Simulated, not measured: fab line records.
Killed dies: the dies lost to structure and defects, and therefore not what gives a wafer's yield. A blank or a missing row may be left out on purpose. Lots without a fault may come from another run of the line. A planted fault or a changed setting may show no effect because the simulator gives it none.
Commonality check across tools ; flow nandHarc ; Lots sampled 12, wafers sampled 39

WHAT PROMPTED THE OPENING
On 1 of the 12 lots, a flag is raised at NHARC_P_GATE_CD_MEAS_26 on the reading cdNm. Fault-free wafers read 119.9 nm, with a standard deviation of 0.54.
Rule: a lot gets a flag if all its wafers with a number sit over 4 standard deviations from that mean, or if no wafer of it has a number. All remaining lots are regarded as sound.

lot;measured;on;cdNm (nm), wafer by wafer;flag
L582;day 5 00:57;cdSem-02;120.8 119.8 120.1;
L583;day 5 08:23;cdSem-03;120.8 119.7 119.7;
L584;day 5 21:15;cdSem-02;121.0 120.4 120.5;
L587;day 7 00:15;cdSem-01;119.7 119.9 119.8;
L588;day 7 16:23;cdSem-02;119.1 119.2 120.0;
L589;day 7 23:44;cdSem-01;116.0 115.9 114.8 115.9 116.0 115.0;FLAGGED
L598;day 11 20:06;cdSem-03;119.9 119.9 120.1;
L599;day 11 23:04;cdSem-02;119.9 119.0 120.4;
L600;day 12 13:47;cdSem-02;120.0 119.8 119.6;
L601;day 13 05:41;cdSem-01;120.0 120.6 120.1;
L603;day 13 22:53;cdSem-02;120.5 120.7 120.4;
L605;day 14 10:40;cdSem-02;118.4 120.3 119.7;
The numbers of the flagged lots are 115.6 nm on average: -4.3 nm against the usual, or -8 standard deviations.

LOT BY LOT: THE TOOL USED
Before the reading, the record contains 2 process steps out of a 1302-step route. Cell contents, in order: the tool; ch with the chambers the sampled wafers went through; the start.
lot;flag;NHARC_P_GATE_DESCUM_13;NHARC_P_GATE_EXPOSE_23
L582;;rieDiel-02 ch 0,2, day 4 11:28;arfiScanner-01 ch 0, day 5 00:49
L583;;rieDiel-02 ch 0,1,3, day 4 17:45;arfiScanner-02 ch 0, day 5 08:14
L584;;rieDiel-09 ch 1,2,3, day 5 06:25;arfiScanner-01 ch 0, day 5 21:07
L587;;rieDiel-02 ch 0,2,3, day 6 08:13;arfiScanner-03 ch 0, day 7 00:07
L588;;rieDiel-09 ch 0,2,3, day 6 19:29;arfiScanner-01 ch 0, day 7 16:14
L589;FLAGGED;rieDiel-13 ch 0,1,2, day 7 07:04;arfiScanner-03 ch 0, day 7 23:35
L598;;rieDiel-09 ch 0,1, day 11 03:34;arfiScanner-02 ch 0, day 11 19:57
L599;;rieDiel-02 ch 0,2,3, day 11 08:39;arfiScanner-03 ch 0, day 11 22:55
L600;;rieDiel-09 ch 0,2, day 11 22:33;arfiScanner-02 ch 0, day 12 13:38
L601;;rieDiel-02 ch 0,3, day 12 13:10;arfiScanner-03 ch 0, day 13 05:33
L603;;rieDiel-13 ch 0,1,3, day 13 06:38;arfiScanner-03 ch 0, day 13 22:45
L605;;rieDiel-09 ch 0,3, day 13 20:41;arfiScanner-02 ch 0, day 14 10:31
What is done by these steps:
- NHARC_P_GATE_DESCUM_13: chemistry O2, time 3 s.
- NHARC_P_GATE_EXPOSE_23: exposes mask P GATE, target cd 120 nm.
- NHARC_P_GATE_CD_MEAS_26: target cd 120 nm.

FLAGGED OVER TOTAL, TOOL BY TOOL (the gauges that took the reading come last)
step;tool;lots run;flagged;share of the flagged lots;sound lots run after its first flagged lot
NHARC_P_GATE_DESCUM_13;rieDiel-02;5;0;none;-
NHARC_P_GATE_DESCUM_13;rieDiel-09;5;0;none;-
NHARC_P_GATE_DESCUM_13;rieDiel-13;2;1;all;1 (L603)
NHARC_P_GATE_EXPOSE_23;arfiScanner-01;3;0;none;-
NHARC_P_GATE_EXPOSE_23;arfiScanner-02;4;0;none;-
NHARC_P_GATE_EXPOSE_23;arfiScanner-03;5;1;all;3 (L599,L601,L603)
NHARC_P_GATE_CD_MEAS_26;cdSem-01;3;1;all;1 (L601)
NHARC_P_GATE_CD_MEAS_26;cdSem-02;7;0;none;-
NHARC_P_GATE_CD_MEAS_26;cdSem-03;2;0;none;-

WHAT IS ALLOWED BY THE TABLE
Every flagged lot was run by 3 rows of the table: rieDiel-13 at NHARC_P_GATE_DESCUM_13, arfiScanner-03 at NHARC_P_GATE_EXPOSE_23 and cdSem-01 at NHARC_P_GATE_CD_MEAS_26.
- rieDiel-13 at NHARC_P_GATE_DESCUM_13: 1 of its 2 lots flagged. Lots that were sound ran on it after the first flagged one (L603); a persistent fault on the entire tool would not allow that.
- arfiScanner-03 at NHARC_P_GATE_EXPOSE_23: 1 of its 5 lots flagged. Lots that were sound ran on it after the first flagged one (L599, L601, L603); a persistent fault on the entire tool would not allow that.
- cdSem-01 at NHARC_P_GATE_CD_MEAS_26: 1 of its 3 lots flagged. Lots that were sound ran on it after the first flagged one (L601); a persistent fault on the entire tool would not allow that.
None of the table's rows ran every flagged lot and, after the first, no sound lot.

WHAT HAD BEEN PUT IN BY THE SIMULATOR
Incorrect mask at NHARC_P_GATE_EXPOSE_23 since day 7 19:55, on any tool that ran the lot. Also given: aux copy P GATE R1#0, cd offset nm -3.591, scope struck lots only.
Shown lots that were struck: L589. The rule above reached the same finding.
